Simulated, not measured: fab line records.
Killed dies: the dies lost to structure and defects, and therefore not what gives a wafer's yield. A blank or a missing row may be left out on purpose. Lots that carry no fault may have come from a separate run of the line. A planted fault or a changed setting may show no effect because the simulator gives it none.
Split-lot study / flow n5 finfet / 21 wafers read across 7 lots, on a route 1938 steps long

ABOUT THE SPLIT
At N5_MOL_CONTACT_COAG_COAT_58 (time 60 s, resist thk 10 nm), the setting spin rpm was moved away from the recipe's 1500 rpm on 9 of the 21 wafers read, by -7.4% to +9.1%. The other wafers ran this setting at the recipe's value.

FROM THE SPLIT TO THE READING: what the file shows between them, 3 steps
- N5_MOL_CONTACT_COAG_COAT_02: resist thk 30 nm
- N5_MOL_CONTACT_COAG_EBR_04
- N5_MOL_CONTACT_COAG_DESCUM_13: chemistry O2, time 7 s

THE READING
etch.depth nm (the simulator's own value, which no gauge read), in nm, at N5_MOL_CONTACT_COAG_ETCH_59 (etches underlayer in N2/H2, target depth 13 nm, time 10.4 s). The file does not state a usual value for it. Average 10.015 nm, standard deviation 0.036 nm, over the 12 wafers here run with the recipe.

wafer=L076.2; tool, chamber at the split=litho track-04, 0; spin rpm as run, rpm=1628; against the recipe=+8.5%; etch.depth nm, nm=9.634; against lot-mates on the recipe=-0.446
wafer=L076.3; tool, chamber at the split=litho track-04, 0; spin rpm as run, rpm=1500; against the recipe=recipe; etch.depth nm, nm=10.08; against lot-mates on the recipe=-
wafer=L076.4; tool, chamber at the split=litho track-04, 0; spin rpm as run, rpm=1628; against the recipe=+8.5%; etch.depth nm, nm=9.64; against lot-mates on the recipe=-0.440
wafer=L078.1; tool, chamber at the split=litho track-02, 0; spin rpm as run, rpm=1500; against the recipe=recipe; etch.depth nm, nm=9.989; against lot-mates on the recipe=-
wafer=L078.2; tool, chamber at the split=litho track-02, 0; spin rpm as run, rpm=1500; against the recipe=recipe; etch.depth nm, nm=10.02; against lot-mates on the recipe=-
wafer=L078.5; tool, chamber at the split=litho track-02, 0; spin rpm as run, rpm=1500; against the recipe=recipe; etch.depth nm, nm=9.955; against lot-mates on the recipe=-
wafer=L079.1; tool, chamber at the split=litho track-05, 0; spin rpm as run, rpm=1389; against the recipe=-7.4%; etch.depth nm, nm=10.37; against lot-mates on the recipe=+0.372
wafer=L079.3; tool, chamber at the split=litho track-05, 0; spin rpm as run, rpm=1500; against the recipe=recipe; etch.depth nm, nm=9.976; against lot-mates on the recipe=-
wafer=L079.5; tool, chamber at the split=litho track-05, 0; spin rpm as run, rpm=1500; against the recipe=recipe; etch.depth nm, nm=10.02; against lot-mates on the recipe=-
wafer=L080.3; tool, chamber at the split=litho track-04, 0; spin rpm as run, rpm=1500; against the recipe=recipe; etch.depth nm, nm=9.999; against lot-mates on the recipe=-
wafer=L080.5; tool, chamber at the split=litho track-04, 0; spin rpm as run, rpm=1612; against the recipe=+7.5%; etch.depth nm, nm=9.652; against lot-mates on the recipe=-0.347
wafer=L080.6; tool, chamber at the split=litho track-04, 0; spin rpm as run, rpm=1612; against the recipe=+7.5%; etch.depth nm, nm=9.654; against lot-mates on the recipe=-0.345
wafer=L085.2; tool, chamber at the split=litho track-04, 0; spin rpm as run, rpm=1500; against the recipe=recipe; etch.depth nm, nm=10.04; against lot-mates on the recipe=-
wafer=L085.5; tool, chamber at the split=litho track-04, 0; spin rpm as run, rpm=1500; against the recipe=recipe; etch.depth nm, nm=10.04; against lot-mates on the recipe=-
wafer=L085.4; tool, chamber at the split=litho track-04, 0; spin rpm as run, rpm=1500; against the recipe=recipe; etch.depth nm, nm=10.05; against lot-mates on the recipe=-
wafer=L087.1; tool, chamber at the split=litho track-05, 0; spin rpm as run, rpm=1500; against the recipe=recipe; etch.depth nm, nm=10.04; against lot-mates on the recipe=-
wafer=L087.2; tool, chamber at the split=litho track-05, 0; spin rpm as run, rpm=1425; against the recipe=-5.0%; etch.depth nm, nm=10.26; against lot-mates on the recipe=+0.220
wafer=L087.6; tool, chamber at the split=litho track-05, 0; spin rpm as run, rpm=1425; against the recipe=-5.0%; etch.depth nm, nm=10.26; against lot-mates on the recipe=+0.220
wafer=L091.1; tool, chamber at the split=litho track-04, 0; spin rpm as run, rpm=1637; against the recipe=+9.1%; etch.depth nm, nm=9.521; against lot-mates on the recipe=-0.448
wafer=L091.2; tool, chamber at the split=litho track-04, 0; spin rpm as run, rpm=1637; against the recipe=+9.1%; etch.depth nm, nm=9.538; against lot-mates on the recipe=-0.431
wafer=L091.4; tool, chamber at the split=litho track-04, 0; spin rpm as run, rpm=1500; against the recipe=recipe; etch.depth nm, nm=9.969; against lot-mates on the recipe=-

FIT RESULTS
A straight line over all 21 wafers: etch.depth nm changes by -0.0488 nm for each +1% of spin rpm; r = -0.99; the points scatter about the line by 0.034 nm.
The same after taking each lot's own level away (the mean of its wafers on the recipe; 21 wafers): -0.0485 nm for each +1%; r = -1.00; scatter 0.019 nm.
On that fit, the largest move of spin rpm shifts the reading by 0.44 nm.
From 9.9690 to 10.0800 nm: that is the span of the lots' own levels, equal to 3.1 times the standard deviation above.
The two slopes agree, so the slope changes little with the lot-to-lot level.
Check: with one of the wafers moved furthest among these (+9.1%) left out of the fit, the line predicts -0.445 nm for it against its lot-mates. Against them it came out at -0.448 nm.

THE OTHER SPLITS THESE WAFERS WENT THROUGH
Other splits were also applied to these wafers ahead of the reading. Each is held against what the fit with the lots' levels taken away leaves over:
other split on the same wafers=N5_PMOS_HMC_CHANNEL_EPI_PEB_07 peb time s; wafers away from the commonest value=3; r with etch.depth nm (lot level and that fit taken away)=-0.46
other split on the same wafers=N5_PMOS_HMC_CHANNEL_EPI_DEVELOP_08 develop time s; wafers away from the commonest value=8; r with etch.depth nm (lot level and that fit taken away)=-0.21
other split on the same wafers=N5_DUMMY_GATE_COAT_28 spin rpm; wafers away from the commonest value=9; r with etch.depth nm (lot level and that fit taken away)=+0.32
other split on the same wafers=N5_SD_EPI_N_COAT_03 spin rpm; wafers away from the commonest value=11; r with etch.depth nm (lot level and that fit taken away)=-0.25
other split on the same wafers=N5_SD_EPI_N_DESCUM_14 time s; wafers away from the commonest value=6; r with etch.depth nm (lot level and that fit taken away)=+0.08
other split on the same wafers=N5_HKMG_FIN_COAT_30 spin rpm; wafers away from the commonest value=3; r with etch.depth nm (lot level and that fit taken away)=+0.08
other split on the same wafers=N5_HKMG_FIN_EXPOSE_09 dose mj; wafers away from the commonest value=4; r with etch.depth nm (lot level and that fit taken away)=+0.25

THE WHOLE CHAIN: every reading that the file lists as answering this split, in the file's order
step=N5_MOL_CONTACT_COAG_COAT_58; what it does=time 60 s, resist thk 10 nm; reading=underlayer_of_MOL_CONTACT_COAG_COAT_58.thk nm (the simulator's own value, which no gauge read); change (the file's fit)=-0.048 nm for each +1% of the setting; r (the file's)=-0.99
step=N5_MOL_CONTACT_COAG_ETCH_59; what it does=etches underlayer in N2/H2, target depth 13 nm, time 10.4 s; reading=etch.depth nm (the simulator's own value, which no gauge read); change (the file's fit)=-0.0489 nm for each +1% of the setting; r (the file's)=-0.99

THE FILE'S OWN FIT
etch.depth nm changes by -0.0489 nm for each +1% of spin rpm, r = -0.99.
